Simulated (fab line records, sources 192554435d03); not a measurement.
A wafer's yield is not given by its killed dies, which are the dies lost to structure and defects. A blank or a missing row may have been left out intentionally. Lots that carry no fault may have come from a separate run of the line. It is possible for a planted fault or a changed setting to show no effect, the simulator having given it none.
The tool behind it: which one? | flow n5 finfet | 12 lots with 36 wafers sampled at 4 steps, on a route of 1938 steps

== WHAT THE GAUGES READ, wafer by wafer ==
The record lacks any reading of a measuring or inspecting step that a usual standard deviation could be used to judge.

== TOOL THAT RAN EACH LOT (tool first, then ch and the chambers of the sampled wafers, then the start) ==
lot  | N5_HKMG_FIN_ALD_72           | N5_PASSIVATION_ETCH_59            | N5_PASSIVATION_PECVD_35         | N5_PASSIVATION_PROBE_49
L326 | cvd w-01 ch 1, day 4 17:05   | rie metal-03 ch 0,1, day 11 14:07 | pecvd-01 ch 0,1, day 11 14:53   | -
L327 | cvd w-01 ch 0,1, day 4 18:32 | rie metal-01 ch 0,1, day 11 10:57 | pecvd-04 ch 1,2, day 11 11:41   | -
L329 | cvd w-02 ch 0,1, day 5 07:18 | rie metal-02 ch 0,1, day 11 21:32 | pecvd-04 ch 0,1, day 11 22:22   | -
L330 | cvd w-02 ch 0,1, day 5 14:12 | rie metal-02 ch 0,1, day 12 04:17 | pecvd-03 ch 0,1,2, day 12 05:01 | -
L333 | cvd w-02 ch 0,1, day 6 06:12 | rie metal-03 ch 0,1, day 12 10:18 | pecvd-01 ch 0,1,2, day 12 11:02 | -
L334 | cvd w-02 ch 0,1, day 6 11:46 | rie metal-01 ch 0,1, day 13 02:52 | pecvd-01 ch 0,1,2, day 13 03:36 | -
L335 | cvd w-02 ch 0,1, day 6 18:19 | rie metal-02 ch 0,1, day 13 03:04 | pecvd-04 ch 0,1, day 13 03:48   | -
L336 | cvd w-01 ch 0,1, day 7 05:37 | rie metal-02 ch 1, day 17 14:07   | pecvd-04 ch 1,2, day 17 14:50   | prober-01, day 17 18:27
L338 | cvd w-02 ch 0,1, day 7 20:23 | rie metal-03 ch 0,1, day 19 05:51 | pecvd-01 ch 0,1,2, day 19 06:34 | prober-01, day 19 10:16
L339 | cvd w-01 ch 0,1, day 8 00:19 | rie metal-01 ch 0,1, day 16 11:35 | pecvd-04 ch 0,2, day 16 12:19   | -
L345 | cvd w-01 ch 0,1, day 9 12:25 | rie metal-01 ch 0,1, day 17 07:38 | pecvd-04 ch 0,1,2, day 17 08:22 | -
L346 | cvd w-02 ch 0,1, day 9 16:01 | rie metal-03 ch 0,1, day 17 03:49 | pecvd-01 ch 0,2, day 17 04:38   | prober-02, day 17 08:43
- N5_HKMG_FIN_ALD_72: deposits W, target thk 2 nm, pulse time 1 s, purge time 2 s.
- N5_PASSIVATION_ETCH_59: etches TaN in Cl2/BCl3, target depth 65 nm, time 34.9 s.
- N5_PASSIVATION_PECVD_35: deposits SiNx from SiH4/NH3/N2, target thk 700 nm, time 151.3 s.
- N5_PASSIVATION_PROBE_49

== WHAT THE TOOLS THEMSELVES READ (means of the sampled wafers that have a number; where no wafer has one, the mark that the record gives instead) ==
N5_HKMG_FIN_ALD_72.
lot  | tool     | heater power w (W) | precursor pulse height rel
L326 | cvd w-01 | 508                | 1.003
L327 | cvd w-01 | 487                | 0.995
L329 | cvd w-02 | 536                | 1.005
L330 | cvd w-02 | 526                | 1.010
L333 | cvd w-02 | 526                | 1.001
L334 | cvd w-02 | 536                | 1.011
L335 | cvd w-02 | 531                | 0.993
L336 | cvd w-01 | 489                | 1.008
L338 | cvd w-02 | 539                | 1.018
L339 | cvd w-01 | 477                | 1.019
L345 | cvd w-01 | 467                | 0.998
L346 | cvd w-02 | 541                | 1.018

N5_PASSIVATION_ETCH_59.
lot  | tool         | drypump motor current A (A) | oes product au (a.u.) | throttle valve pct (%)
L326 | rie metal-03 | 6.1                         | 0.93                  | 21.04
L327 | rie metal-01 | 5.6                         | 0.89                  | 21.20
L329 | rie metal-02 | 5.8                         | 0.81                  | 20.78
L330 | rie metal-02 | 5.8                         | 0.80                  | 20.80
L333 | rie metal-03 | 6.0                         | 0.86                  | 21.13
L334 | rie metal-01 | 5.6                         | 0.85                  | 21.21
L335 | rie metal-02 | 5.7                         | 0.83                  | 20.94
L336 | rie metal-02 | 5.6                         | 0.83                  | 21.07
L338 | rie metal-03 | 6.1                         | 0.86                  | 21.03
L339 | rie metal-01 | 5.3                         | 0.80                  | 21.18
L345 | rie metal-01 | 5.4                         | 0.77                  | 21.21
L346 | rie metal-03 | 6.1                         | 0.88                  | 21.03

N5_PASSIVATION_PECVD_35.
lot  | tool     | heater power w (W) | showerhead plenum p Torr (Torr) | throttle valve pct (%)
L326 | pecvd-01 | 374                | 8.77                            | 32.1
L327 | pecvd-04 | 305                | 8.71                            | 28.0
L329 | pecvd-04 | 306                | 8.76                            | 29.4
L330 | pecvd-03 | 408                | 8.69                            | 30.4
L333 | pecvd-01 | 491                | 8.67                            | 30.3
L334 | pecvd-01 | 463                | 8.69                            | 30.3
L335 | pecvd-04 | 267                | 8.75                            | 30.3
L336 | pecvd-04 | 292                | 8.65                            | 27.7
L338 | pecvd-01 | 494                | 8.68                            | 30.6
L339 | pecvd-04 | 279                | 8.64                            | 28.2
L345 | pecvd-04 | 310                | 8.69                            | 29.3
L346 | pecvd-01 | 598                | 8.63                            | 29.7

N5_PASSIVATION_PROBE_49.
lot  | tool      | defect limited yield (%) | killed_at_M0_to_M3 | killed_at_M4_up | killed at contacts | killed at front end | killed at other | killed dies | killed open | killed short | sort_bin_5_function (%) | sort_bin_6_memory (%) | sort_bin_8_speed (%) | sort n pass | sort yield pct (%)
L336 | prober-01 | 87.9                     | 38                 | 15              | 8                  | 82                  | 0               | 143         | 100         | 40           | 7.3                     | 4.2                   | 0.00                 | 1037        | 87.9
L338 | prober-01 | 92.0                     | 29                 | 14              | 7                  | 36                  | 8               | 94          | 65          | 27           | 4.5                     | 3.1                   | 0.00                 | 1086        | 92.0
L346 | prober-02 | 84.2                     | 39                 | 11              | 9                  | 123                 | 5               | 187         | 74          | 37           | 9.7                     | 4.7                   | 0.00                 | 993         | 84.2

== THE ANSWER, worked out from the rows above alone ==
Rule: what is usual is taken from the lots themselves. The widest of any qualifying gaps counts: lots, ordered by their means at a reading, are off when they make up no more than a third of the lots, leave a main group of 4 or more, and stand apart from it by 3 or more times the standard deviation of that group's means. If all means in a main group match to the digits the tables above print for the reading, that group is not used. A lot without any number at a reading at which 4 lots or more have one is off too. Any other lot the step has rows for is counted as sound. Order of review: gauges by route order, followed by the tools' own readings, for which a lot's mean as printed above is used. At the first step where some lot is off, the reading lying furthest off is the one used; lots without a number count as furthest.
None of the lots is off at any reading shown; this tells nothing.

== WHAT HAD BEEN PUT IN BY THE SIMULATOR ==
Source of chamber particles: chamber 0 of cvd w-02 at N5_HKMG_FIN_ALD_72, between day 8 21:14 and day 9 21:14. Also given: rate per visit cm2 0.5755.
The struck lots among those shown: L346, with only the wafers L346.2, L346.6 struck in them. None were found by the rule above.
